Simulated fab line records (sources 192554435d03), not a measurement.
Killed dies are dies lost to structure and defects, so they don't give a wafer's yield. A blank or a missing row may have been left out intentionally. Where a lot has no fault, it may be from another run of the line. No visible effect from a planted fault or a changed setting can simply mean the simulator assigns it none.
fab line records + flow n5_finfet
record
- lots=8
- wafers=23
- last_day=17
route steps=1938 shown BEOL_M7@1307 BEOL_M15@1830
lots with no fault: from the same line, run without faults
start_h: hours from the record's first day to the start of the lot's first wafer shown + wait_h: hours from the lot's prior step to this one + " same as the row above + L1.1+2: a single row standing in for several wafers + - no value, or no start was given + * or withheld: withheld + < > ~ a bound
route shown NAME@n: names a module that has steps shown in the file, with the first one's number in the route + usual: average and standard deviation across the fault-free wafers + same: alike in all rows + chamber/n: place in a boat + sites: each site's reading + _std_site: their standard deviation + _edge_site: outer sites' mean less inner sites' + radius_mm: for every site, how far away it sits from the centre of the wafer + mask NAME#n: copy n + behind: the last tool/chamber to shape the wafer + hold: reason for holding the lot/hours on hold/outcome of the hold + device: names the non-switching transistor (n, p or np) + end of line: tests run on the same wafers once the route is complete + a step given without rows: its recipe and nothing more + killed: dies lost to structure and defects at the first sort, not the wafer's yield + map: shows each die of a wafer: x if killed, . if not, _ if none is there
set.NAME: the run value of the setting; set.NAME@STEP: its run value at that earlier step + model.NAME: the simulator's own value behind a step, which no gauge read
route steps across a sampled set of lots; one table per step, one row per wafer
services: the hour from which a tool's chamber was out of use, counted from the record's first day as start_h (under 0 if before that day), plus the number of hours and why
## steps
# step N5_BEOL_M7_STRIP_36
# recipe
- chemistry=N2/H2
- power_w=450
- temp_c=40
- pressure_mtorr=20
- rf_frequency_hz=6e+07
- overash_fraction=0.3
- bias_power_w=7
- h2_frac=0.5
- n2_flow_sccm=200
- h2_flow_sccm=200
# usual
- drypump_motor_current_A=5.7/0.58
- oes_product_au=0.80/0.092
- rf_vpp_V=59.3/1.4
- showerhead_plenum_p_Torr=2.55/0.1
- throttle_valve_pct=23.59/0.29
| lot.wafer | tool        | chamber | start_h | wait_h | drypump_motor_current_A | oes_product_au | rf_hours_counter_h | rf_vpp_V | showerhead_plenum_p_Torr | throttle_valve_pct |
|-----------|-------------|---------|---------|--------|-------------------------|----------------|--------------------|----------|--------------------------|--------------------|
| L216.2    | rie_diel-01 | 1       | 194.62  | 0.0    | 5.8                     | 0.91           | 36                 | 59.8     | 2.70                     | 23.25              |
| L216.5    | "           | 1       | "       | "      | 5.8                     | 0.89           | -                  | 61.3     | 2.70                     | 23.27              |
| L216.6    | "           | 0       | "       | "      | 6.0                     | 0.68           | -                  | 59.9     | 2.61                     | 23.77              |
| L220.3    | rie_diel-03 | 2       | 229.86  | 0.0    | 5.2                     | 0.75           | 165                | 57.1     | 2.64                     | 23.33              |
| L220.6    | "           | 2       | "       | "      | 5.1                     | 0.75           | -                  | 60.1     | 2.64                     | 23.37              |
| L226.3    | rie_diel-05 | 2       | 246.45  | 0.0    | 6.2                     | 0.70           | 195                | 62.1     | 2.41                     | 23.62              |
| L226.5    | "           | 0       | "       | "      | 4.7                     | 0.83           | -                  | 60.2     | 2.47                     | 23.30              |
| L226.6    | "           | 3       | "       | "      | 6.8                     | 0.75           | -                  | 59.3     | 2.43                     | 23.63              |
| L230.2    | rie_diel-01 | 1       | 280.79  | 0.0    | 5.8                     | 0.87           | 66                 | 61.8     | 2.68                     | 23.36              |
| L230.3    | "           | 3       | "       | "      | 4.9                     | 0.91           | 28                 | 57.8     | 2.60                     | 23.24              |
| L230.5    | "           | 0       | "       | "      | 6.0                     | 0.94           | -                  | 57.2     | 2.60                     | 23.56              |
| L234.1    | rie_diel-05 | 0       | 301.32  | 0.0    | 4.7                     | 0.82           | 76                 | 61.3     | 2.46                     | 23.35              |
| L234.4    | "           | 3       | "       | "      | 6.8                     | 0.75           | 183                | 58.3     | 2.43                     | 23.60              |
| L234.6    | "           | 1       | "       | "      | 6.0                     | 0.90           | -                  | 60.5     | 2.50                     | 24.05              |
| L236.2    | rie_diel-03 | 2       | 312.90  | 0.0    | 5.1                     | 0.71           | 191                | 60.6     | 2.62                     | 23.38              |
| L236.3    | "           | 3       | "       | "      | 5.2                     | 0.72           | 170                | 58.8     | 2.33                     | 23.49              |
| L236.4    | "           | 1       | "       | "      | 5.4                     | 0.71           | 216                | 57.2     | 2.61                     | 23.52              |
| L237.1    | rie_diel-01 | 0       | 316.18  | 0.0    | 6.0                     | 0.90           | 32                 | 60.2     | 2.59                     | 23.59              |
| L237.3    | "           | 1       | "       | "      | 5.8                     | 0.85           | 78                 | 60.1     | 2.68                     | 23.31              |
| L237.4    | "           | 3       | "       | "      | 4.8                     | 0.88           | 40                 | 60.8     | 2.59                     | 23.26              |
| L238.2    | rie_diel-01 | 3       | 327.91  | 0.0    | 4.9                     | 0.88           | 43                 | 58.6     | 2.59                     | 23.28              |
| L238.3    | "           | 1       | "       | "      | 5.8                     | 0.84           | 82                 | 59.4     | 2.67                     | 23.33              |
| L238.6    | "           | 0       | "       | "      | 6.0                     | 0.89           | -                  | 59.5     | 2.59                     | 23.59              |
# step N5_BEOL_M7_OCD_MEAS_38
# usual
- trench_depth_nm=93.9/1.5
| lot.wafer | tool   | chamber | start_h | wait_h | trench_depth_nm |
|-----------|--------|---------|---------|--------|-----------------|
| L216.2    | ocd-01 | -       | 194.82  | -      | 93.8            |
| L216.5    | "      | -       | "       | "      | 94.3            |
| L216.6    | "      | -       | "       | "      | 91.0            |
| L220.3    | ocd-01 | -       | 230.06  | -      | 91.5            |
| L220.6    | "      | -       | "       | "      | 91.9            |
| L226.3    | ocd-02 | -       | 246.65  | -      | 92.3            |
| L226.5    | "      | -       | "       | "      | 94.4            |
| L226.6    | "      | -       | "       | "      | 92.9            |
| L230.2    | ocd-01 | -       | 280.99  | -      | 94.7            |
| L230.3    | "      | -       | "       | "      | 96.4            |
| L230.5    | "      | -       | "       | "      | 94.5            |
| L234.1    | ocd-01 | -       | 301.51  | -      | 94.0            |
| L234.4    | "      | -       | "       | "      | 92.2            |
| L234.6    | "      | -       | "       | "      | 93.6            |
| L236.2    | ocd-02 | -       | 313.10  | -      | 92.7            |
| L236.3    | "      | -       | "       | "      | 93.3            |
| L236.4    | "      | -       | "       | "      | 94.5            |
| L237.1    | ocd-01 | -       | 316.37  | -      | 95.5            |
| L237.3    | "      | -       | "       | "      | 94.3            |
| L237.4    | "      | -       | "       | "      | 96.3            |
| L238.2    | ocd-02 | -       | 328.11  | -      | 94.0            |
| L238.3    | "      | -       | "       | "      | 94.1            |
| L238.6    | "      | -       | "       | "      | 93.8            |
# step N5_BEOL_M7_CD_MEAS_35
# recipe
- target_cd_nm=40
- polarity=opening
# usual
- cd_nm=39.8/0.43
| lot.wafer | tool      | chamber | start_h | wait_h | cd_nm |
|-----------|-----------|---------|---------|--------|-------|
| L216.2    | cd_sem-01 | -       | 194.97  | 0.0    | 39.9  |
| L216.5    | "         | -       | "       | "      | 39.8  |
| L216.6    | "         | -       | "       | "      | 40.1  |
| L220.3    | cd_sem-02 | -       | 230.21  | 0.0    | 40.5  |
| L220.6    | "         | -       | "       | "      | 40.2  |
| L226.3    | cd_sem-01 | -       | 246.81  | 0.0    | 40.0  |
| L226.5    | "         | -       | "       | "      | 40.1  |
| L226.6    | "         | -       | "       | "      | 39.1  |
| L230.2    | cd_sem-01 | -       | 281.18  | 0.0    | 39.5  |
| L230.3    | "         | -       | "       | "      | 39.0  |
| L230.5    | "         | -       | "       | "      | 39.2  |
| L234.1    | cd_sem-02 | -       | 301.67  | 0.0    | 39.5  |
| L234.4    | "         | -       | "       | "      | 39.9  |
| L234.6    | "         | -       | "       | "      | 39.8  |
| L236.2    | cd_sem-02 | -       | 313.25  | 0.0    | 39.4  |
| L236.3    | "         | -       | "       | "      | 39.5  |
| L236.4    | "         | -       | "       | "      | 39.9  |
| L237.1    | cd_sem-01 | -       | 316.53  | 0.0    | 38.9  |
| L237.3    | "         | -       | "       | "      | 39.7  |
| L237.4    | "         | -       | "       | "      | 39.1  |
| L238.2    | cd_sem-03 | -       | 328.26  | 0.0    | 39.9  |
| L238.3    | "         | -       | "       | "      | 40.2  |
| L238.6    | "         | -       | "       | "      | 39.3  |
# step N5_BEOL_M7_ALD_77
# recipe
- material=TaN
- target_thk_a=20
- temp_c=275
- ald_precursor_family=PDMAT
- ald_co_reactant=NH3
- pressure_torr=3
- carrier_flow_sccm=1500
- pulse_time_s=2
- purge_time_s=3
- co_reactant_purge_time_s=2
- co_reactant_pulse_time_s=3
- ald_cycles=40
- precursor_vessel_temp_c=75
- precursor_vessel_pressure_torr=26.25
- precursor_vessel_carrier_sccm=1000
# usual
- ald_cycles=40/0
- heater_power_w=418/42
- precursor_vessel_pressure_torr=26.25/0.05
| lot.wafer | tool         | chamber | start_h | wait_h | ald_cycles | heater_power_w | precursor_vessel_pressure_torr |
|-----------|--------------|---------|---------|--------|------------|----------------|--------------------------------|
| L216.2    | ald_metal-01 | 3       | 196.36  | 0.1    | 40         | 386            | 26.18                          |
| L216.5    | "            | 1       | "       | "      | 40         | 383            | 26.29                          |
| L216.6    | "            | 2       | "       | "      | 40         | 481            | 26.24                          |
| L220.3    | ald_metal-01 | 0       | 230.87  | 0.0    | 53         | 432            | 26.20                          |
| L220.6    | "            | 1       | "       | "      | 40         | 378            | 26.21                          |
| L226.3    | ald_metal-01 | 0       | 247.51  | 0.0    | 53         | 441            | 26.20                          |
| L226.5    | "            | 3       | "       | "      | 40         | 388            | 26.23                          |
| L226.6    | "            | 0       | "       | "      | 40         | 431            | 26.18                          |
| L230.2    | ald_metal-03 | 1       | 282.28  | 0.1    | 40         | 447            | 26.30                          |
| L230.3    | "            | 0       | "       | "      | 40         | 367            | 26.21                          |
| L230.5    | "            | 3       | "       | "      | 40         | 321            | 26.18                          |
| L234.1    | ald_metal-02 | 0       | 302.65  | 0.0    | 40         | 432            | 26.27                          |
| L234.4    | "            | 2       | "       | "      | 40         | 436            | 26.29                          |
| L234.6    | "            | 2       | "       | "      | 40         | 433            | 26.24                          |
| L236.2    | ald_metal-01 | 3       | 313.94  | 0.3    | 40         | 378            | 26.27                          |
| L236.3    | "            | 2       | "       | "      | 40         | 487            | 26.32                          |
| L236.4    | "            | 0       | "       | "      | 40         | 430            | 26.21                          |
| L237.1    | ald_metal-01 | 1       | 318.31  | 0.0    | 40         | 383            | 26.30                          |
| L237.3    | "            | 0       | "       | "      | 40         | 420            | 26.26                          |
| L237.4    | "            | 3       | "       | "      | 40         | 387            | 26.22                          |
| L238.2    | ald_metal-01 | 3       | 329.24  | 0.1    | 40         | 380            | 26.27                          |
| L238.3    | "            | 0       | "       | "      | 40         | 434            | 26.24                          |
| L238.6    | "            | 3       | "       | "      | 40         | 385            | 26.27                          |
# step N5_BEOL_M15_RC_MEAS_101
# usual
- COMB_M10=1.37e-11/2.8e-12
- COMB_M11=1.4e-11/3.7e-12
- COMB_M12=5.9e-12/1.4e-12
- COMB_M13=4.6e-12/1.2e-12
- COMB_M14=3.2e-12/8.5e-13
- COMB_M14_max_site=4.7e-12/1.2e-12
- COMB_M15=2.2e-12/7.3e-13
- COMB_M5=3.6e-11/6.8e-12
- COMB_M5_max_site=5.2e-11/1.3e-11
- COMB_M6=2.5e-11/5.2e-12
- COMB_M7=2.3e-11/5.3e-12
- COMB_M8=2.5e-11/5.5e-12
- COMB_M9=1.4e-11/3e-12
- SERP_M10=3.04/0.079
- SERP_M11=3.05/0.077
- SERP_M12=0.632/0.013
- SERP_M13=0.306/0.0062
- SERP_M14=0.160/0.0033
- SERP_M14_max_site=0.161/0.0035
- SERP_M5=38.3/1.4
- SERP_M5_max_site=39.9/1.6
- SERP_M6=13.8/0.5
- SERP_M7=13.9/0.4
- SERP_M8=13.7/0.44
- SERP_M8_max_site=14.3/0.49
- SERP_M9=3.06/0.069
| lot.wafer | tool      | chamber | start_h | wait_h | COMB_M10[S/m] | COMB_M11[S/m] | COMB_M12[S/m] | COMB_M13[S/m] | COMB_M14[S/m] | COMB_M14_max_site[S/m] | COMB_M15[S/m] | COMB_M5[S/m] | COMB_M5_max_site[S/m] | COMB_M6[S/m] | COMB_M7[S/m] | COMB_M8[S/m] | COMB_M9[S/m] | SERP_M10[ohm/um] | SERP_M11[ohm/um] | SERP_M12[ohm/um] | SERP_M13[ohm/um] | SERP_M14[ohm/um] | SERP_M14_max_site[ohm/um] | SERP_M5[ohm/um] | SERP_M5_max_site[ohm/um] | SERP_M6[ohm/um] | SERP_M7[ohm/um] | SERP_M8[ohm/um] | SERP_M8_max_site[ohm/um] | SERP_M9[ohm/um] |
|-----------|-----------|---------|---------|--------|---------------|---------------|---------------|---------------|---------------|------------------------|---------------|--------------|-----------------------|--------------|--------------|--------------|--------------|------------------|------------------|------------------|------------------|------------------|---------------------------|-----------------|--------------------------|-----------------|-----------------|-----------------|--------------------------|-----------------|
| L216.2    | prober-02 | 0       | 261.41  | 0.2    | 1.56e-11      | 1.5e-11       | 4.5e-12       | 3.9e-12       | 1.7e-12       | 2.3e-12                | 7e-13         | 3.7e-11      | 4.2e-11               | 2.1e-11      | 2.5e-11      | 3.1e-11      | 1.3e-11      | 3.17             | 3.16             | 0.613            | 0.301            | 0.154            | 0.155                     | 38.0            | 38.8                     | 12.9            | 13.5            | 13.0            | 13.6                     | 3.08            |
| L216.5    | "         | 0       | "       | "      | 1.27e-11      | 1.1e-11       | 4.4e-12       | 2.6e-12       | 2.1e-12       | 3e-12                  | 1e-12         | 3.6e-11      | 5.3e-11               | 2.1e-11      | 1.7e-11      | 3.5e-11      | 1.3e-11      | 3.23             | 3.14             | 0.623            | 0.308            | 0.155            | 0.157                     | 40.1            | 40.7                     | 13.3            | 13.0            | 14.3            | 15.1                     | 2.99            |
| L216.6    | "         | 0       | "       | "      | 1.34e-11      | 1.2e-11       | 5.3e-12       | 4.1e-12       | 2.7e-12       | 4e-12                  | 1.4e-12       | 2.8e-11      | 3.7e-11               | 2.6e-11      | 2.3e-11      | 3.3e-11      | 1.8e-11      | 3.16             | 3.00             | 0.623            | 0.295            | 0.157            | 0.159                     | 40.5            | 42.0                     | 12.9            | 14.0            | 13.4            | 13.6                     | 2.96            |
| L220.3    | prober-01 | 0       | 285.59  | 0.3    | 1.01e-11      | 1.2e-11       | 5.8e-12       | 6.3e-12       | 3.3e-12       | 4.4e-12                | 2.1e-12       | 3.6e-11      | 5.2e-11               | 3.1e-11      | 2.1e-11      | 1.9e-11      | 1.6e-11      | 3.05             | 2.94             | 0.614            | 0.297            | 0.159            | 0.161                     | 38.0            | 39.8                     | 14.5            | 14.7            | 13.6            | 14.1                     | 3.18            |
| L220.6    | "         | 0       | "       | "      | 1.28e-11      | 1.7e-11       | 7.4e-12       | 5.2e-12       | 2.9e-12       | 4.3e-12                | 1.9e-12       | 3.6e-11      | 4.4e-11               | 1.7e-11      | 2.5e-11      | 2.6e-11      | 1.3e-11      | 3.04             | 2.97             | 0.656            | 0.312            | 0.156            | 0.157                     | 37.7            | 38.9                     | 14.3            | 13.6            | 14.4            | 14.7                     | 3.15            |
| L226.3    | prober-01 | 0       | 304.96  | 0.3    | 1.26e-11      | 2e-11         | 5.2e-12       | 4.1e-12       | 3.6e-12       | 6.5e-12                | 2.4e-12       | 4.6e-11      | 6.6e-11               | 2e-11        | 2.8e-11      | 2.5e-11      | 1.4e-11      | 3.00             | 2.95             | 0.636            | 0.311            | 0.156            | 0.157                     | 38.7            | 41.0                     | 14.7            | 15.5            | 13.9            | 14.6                     | 3.07            |
| L226.5    | "         | 0       | "       | "      | 1.07e-11      | 2.2e-11       | 9.1e-12       | 5.8e-12       | 2.9e-12       | 4.2e-12                | 4.2e-12       | 6e-11        | 9.5e-11               | 2.2e-11      | 2.1e-11      | 2.9e-11      | 2e-11        | 3.08             | 3.06             | 0.607            | 0.303            | 0.158            | 0.159                     | 39.2            | 40.7                     | 13.9            | 13.9            | 14.2            | 14.3                     | 3.01            |
| L226.6    | "         | 0       | "       | "      | 1.76e-11      | 1.9e-11       | 7e-12         | 5.1e-12       | 4.9e-12       | 5.5e-12                | 2.7e-12       | 4.2e-11      | 7.3e-11               | 2.6e-11      | 2.7e-11      | 2.7e-11      | 2e-11        | 3.03             | 2.98             | 0.638            | 0.310            | 0.156            | 0.158                     | 40.2            | 42.0                     | 14.1            | 14.7            | 13.9            | 14.6                     | 3.08            |
| L230.2    | prober-02 | 0       | 347.15  | 0.2    | 1.31e-11      | 1.2e-11       | 5.4e-12       | 4.2e-12       | 3.3e-12       | 4.3e-12                | 1.4e-12       | 4.7e-11      | 6.2e-11               | 2.6e-11      | 2.6e-11      | 2.2e-11      | 1.1e-11      | 3.01             | 3.07             | 0.637            | 0.301            | 0.156            | 0.159                     | 37.8            | 39.6                     | 14.3            | 14.3            | 14.3            | 14.9                     | 3.11            |
| L230.3    | "         | 0       | "       | "      | 7.4e-12       | 1.2e-11       | 3.8e-12       | 3.3e-12       | 3.3e-12       | 4.1e-12                | 2.8e-12       | 3e-11        | 5e-11                 | 2.1e-11      | 2.1e-11      | 3.3e-11      | 1.3e-11      | 3.06             | 2.97             | 0.614            | 0.309            | 0.162            | 0.165                     | 35.2            | 35.8                     | 13.8            | 13.9            | 14.0            | 14.4                     | 2.90            |
| L230.5    | "         | 0       | "       | "      | 1.38e-11      | 1.1e-11       | 4.3e-12       | 5.6e-12       | 3.6e-12       | 4.6e-12                | 1.5e-12       | 4.8e-11      | 6.9e-11               | 3.2e-11      | 2.1e-11      | 2.5e-11      | 9e-12        | 2.96             | 3.06             | 0.618            | 0.315            | 0.164            | 0.166                     | 37.2            | 37.7                     | 14.5            | 14.0            | 13.8            | 14.4                     | 3.06            |
| L234.1    | prober-01 | 0       | 361.41  | 0.0    | 1.57e-11      | 1.5e-11       | 8.6e-12       | 5.4e-12       | 2.9e-12       | 3.4e-12                | 2.1e-12       | 3.3e-11      | 4.4e-11               | 2.6e-11      | 2.3e-11      | 2.2e-11      | 1e-11        | 2.98             | 3.08             | 0.625            | 0.305            | 0.160            | 0.162                     | 38.9            | 41.5                     | 13.6            | 14.4            | 13.9            | 14.4                     | 3.02            |
| L234.4    | "         | 0       | "       | "      | 1.45e-11      | 1.6e-11       | 7.7e-12       | 5e-12         | 2.9e-12       | 3.6e-12                | 2.6e-12       | 2.8e-11      | 3.8e-11               | 3e-11        | 2.3e-11      | 2.4e-11      | 1.7e-11      | 3.04             | 3.16             | 0.641            | 0.307            | 0.157            | 0.159                     | 37.3            | 39.5                     | 13.4            | 14.1            | 13.5            | 13.6                     | 2.95            |
| L234.6    | "         | 0       | "       | "      | 1.27e-11      | 1.7e-11       | 9.3e-12       | 4.1e-12       | 2.8e-12       | 3.3e-12                | 2.7e-12       | 2.5e-11      | 3.9e-11               | 1.5e-11      | 2.6e-11      | 3.1e-11      | 1.1e-11      | 3.01             | 3.01             | 0.638            | 0.320            | 0.159            | 0.161                     | 38.6            | 39.5                     | 13.5            | 13.8            | 13.6            | 14.1                     | 3.04            |
| L237.1    | prober-02 | 0       | 370.12  | 0.0    | 1.59e-11      | 1.1e-11       | 4.9e-12       | 4.4e-12       | 2.3e-12       | 3.3e-12                | 1.5e-12       | 3.8e-11      | 8.5e-11               | 2.2e-11      | 2.5e-11      | 1.4e-11      | 1.7e-11      | 3.03             | 3.05             | 0.643            | 0.310            | 0.158            | 0.161                     | 38.5            | 39.7                     | 13.6            | 14.0            | 13.3            | 13.8                     | 3.16            |
| L237.3    | "         | 0       | "       | "      | 1.38e-11      | 1.2e-11       | 5.2e-12       | 4.4e-12       | 2.4e-12       | 3.6e-12                | 1.6e-12       | 3.1e-11      | 6.3e-11               | 3e-11        | 2.2e-11      | 2.5e-11      | 1.4e-11      | 3.11             | 2.94             | 0.655            | 0.300            | 0.156            | 0.157                     | 41.2            | 42.6                     | 13.6            | 14.3            | 13.4            | 14.2                     | 3.16            |
| L237.4    | "         | 0       | "       | "      | 1.31e-11      | 1.3e-11       | 4.4e-12       | 6.3e-12       | 2.5e-12       | 3.7e-12                | 1e-12         | 4.4e-11      | 6.2e-11               | 2.9e-11      | 3.4e-11      | 3.1e-11      | 1.6e-11      | 2.97             | 3.06             | 0.637            | 0.293            | 0.159            | 0.159                     | 36.5            | 37.5                     | 13.7            | 13.7            | 13.5            | 14.3                     | 3.27            |
| L236.2    | prober-01 | 0       | 377.16  | 0.2    | 1.4e-11       | 1.6e-11       | 4.9e-12       | 4.1e-12       | 2.5e-12       | 4e-12                  | 1.7e-12       | 3.8e-11      | 5.9e-11               | 1.8e-11      | 3.4e-11      | 2.6e-11      | 1.3e-11      | 2.92             | 2.97             | 0.617            | 0.295            | 0.163            | 0.165                     | 39.9            | 41.7                     | 14.6            | 14.3            | 13.5            | 14.0                     | 3.05            |
| L236.3    | "         | 0       | "       | "      | 1.31e-11      | 1.3e-11       | 4.8e-12       | 6e-12         | 3.6e-12       | 4.2e-12                | 2.5e-12       | 2.8e-11      | 3.7e-11               | 2.5e-11      | 2.5e-11      | 2.4e-11      | 1.3e-11      | 2.99             | 3.08             | 0.625            | 0.293            | 0.156            | 0.157                     | 37.9            | 39.0                     | 14.1            | 14.1            | 13.4            | 13.8                     | 3.02            |
| L236.4    | "         | 0       | "       | "      | 1.36e-11      | 1.5e-11       | 7e-12         | 4.4e-12       | 3.4e-12       | 5.1e-12                | 3.2e-12       | 2.8e-11      | 3.8e-11               | 2.6e-11      | 2.2e-11      | 2.6e-11      | 1.8e-11      | 2.99             | 3.05             | 0.642            | 0.307            | 0.160            | 0.162                     | 39.1            | 40.4                     | 13.5            | 13.6            | 13.0            | 13.2                     | 3.06            |
| L238.2    | prober-02 | 0       | 388.56  | 0.2    | 1.62e-11      | 1.6e-11       | 7e-12         | 4e-12         | 2.3e-12       | 3.3e-12                | 1.5e-12       | 4.7e-11      | 6.9e-11               | 3.7e-11      | 1.7e-11      | 2.1e-11      | 1.5e-11      | 3.03             | 2.99             | 0.651            | 0.303            | 0.158            | 0.161                     | 36.9            | 39.2                     | 13.9            | 13.3            | 14.7            | 15.0                     | 3.08            |
| L238.3    | "         | 0       | "       | "      | 2.13e-11      | 1.8e-11       | 4.6e-12       | 3.4e-12       | 3.3e-12       | 4.3e-12                | 1.4e-12       | 3.8e-11      | 5.1e-11               | 2.7e-11      | 1.9e-11      | 1.9e-11      | 1.6e-11      | 3.02             | 3.12             | 0.635            | 0.307            | 0.160            | 0.161                     | 36.9            | 39.5                     | 13.5            | 13.5            | 14.9            | 15.5                     | 3.03            |
| L238.6    | "         | 0       | "       | "      | 1.33e-11      | 1.7e-11       | 4.5e-12       | 3.3e-12       | 2.4e-12       | 3.8e-12                | 2.7e-12       | 3.3e-11      | 3.6e-11               | 2.9e-11      | 2.4e-11      | 1.2e-11      | 1.3e-11      | 3.03             | 3.07             | 0.666            | 0.308            | 0.156            | 0.156                     | 36.7            | 38.1                     | 13.7            | 14.2            | 14.2            | 14.8                     | 3.07            |
# sites SERP_M7 radius_mm=0,75,75,75,75,140,140,140,140
L216.2 13.4 13.6 13.5 13.7 13.7 13.4 13.4 14.2 13.1
L220.3 15.4 15.0 14.7 15.2 15.4 14.3 14.3 14.5 13.9
L226.3 15.8 15.5 15.1 15.3 15.5 15.0 15.6 15.7 15.2
L230.2 13.3 14.0 13.9 14.3 14.1 14.9 14.7 15.0 14.6
L234.1 14.1 14.1 14.6 14.3 14.4 14.9 14.6 15.1 14.4
L237.1 13.6 14.4 14.0 14.5 14.0 13.9 14.0 14.0 13.5
L236.2 14.3 14.1 14.5 14.2 14.6 14.3 14.2 14.4 14.2
L238.2 14.1 13.3 13.7 13.7 14.0 13.0 13.0 12.9 12.5
## services
| tool         | chamber | start_h | hours | kind                          |
|--------------|---------|---------|-------|-------------------------------|
| rie_diel-01  | 0       | 171.33  | 5.5   | repair                        |
| rie_diel-01  | 3       | 177.07  | -     | clean                         |
| rie_diel-01  | 3       | 177.07  | -     | consumable_replace:focus_ring |
| rie_diel-01  | 3       | 177.07  | 20.5  | scheduled_down                |
| rie_diel-01  | 3       | 177.07  | 20.5  | vent_cycle                    |
| rie_diel-05  | 1       | 180.70  | -     | clean                         |
| rie_diel-05  | 1       | 180.70  | -     | consumable_replace:focus_ring |
| rie_diel-05  | 1       | 180.70  | 22.6  | scheduled_down                |
| rie_diel-05  | 1       | 180.70  | 22.6  | vent_cycle                    |
| ald_metal-03 | 1       | 197.08  | 2.4   | repair                        |
| rie_diel-01  | 0       | 197.61  | -     | clean                         |
| rie_diel-01  | 0       | 197.61  | -     | consumable_replace:focus_ring |
| rie_diel-01  | 0       | 197.61  | 26.5  | scheduled_down                |
| rie_diel-01  | 0       | 197.61  | 26.5  | vent_cycle                    |
| ald_metal-02 | -       | 201.78  | 6.0   | pm                            |
| rie_diel-01  | -       | 202.49  | 2.8   | pm                            |
| ald_metal-02 | 0       | 223.66  | 15.9  | repair                        |
| rie_diel-01  | 2       | 247.19  | 13.3  | repair                        |
| rie_diel-03  | 2       | 251.67  | 11.3  | repair                        |
| rie_diel-03  | 0       | 263.00  | -     | clean                         |
| rie_diel-03  | 0       | 263.00  | -     | consumable_replace:focus_ring |
| rie_diel-03  | 0       | 263.00  | 18.7  | scheduled_down                |
| rie_diel-01  | 2       | 276.08  | 10.4  | repair                        |
| rie_diel-03  | 1       | 291.76  | 7.9   | repair                        |
## key
first_sign
- step=N5_BEOL_M7_ALD_77
- reading=ald_cycles
- direction=up
- sigmas=99+
- usual=*
- struck=*
effect
- step=N5_BEOL_M15_RC_MEAS_101
- reading=SERP_M7
- direction=up
- sigmas=3
- usual=13.9
- struck=15.1
met_at N5_BEOL_M7_ALD_77
struck_lots L220,L226
struck_wafers L220.3,L226.3
not_acting_at N5_BEOL_M7_STRIP_36,N5_BEOL_M7_OCD_MEAS_38,N5_BEOL_M7_CD_MEAS_35
onset_between 196.36 230.87
fault
- kind=process_parameter_drift
- tool=ald_metal-01
- chamber=-
- onset_h=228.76
- steps=N5_BEOL_M7_ALD_77
- channel=ald_cycles
- offset=*
- shape=step
- end_h=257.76
- scope=struck_wafers_only
- acts_in=*
- stated=*
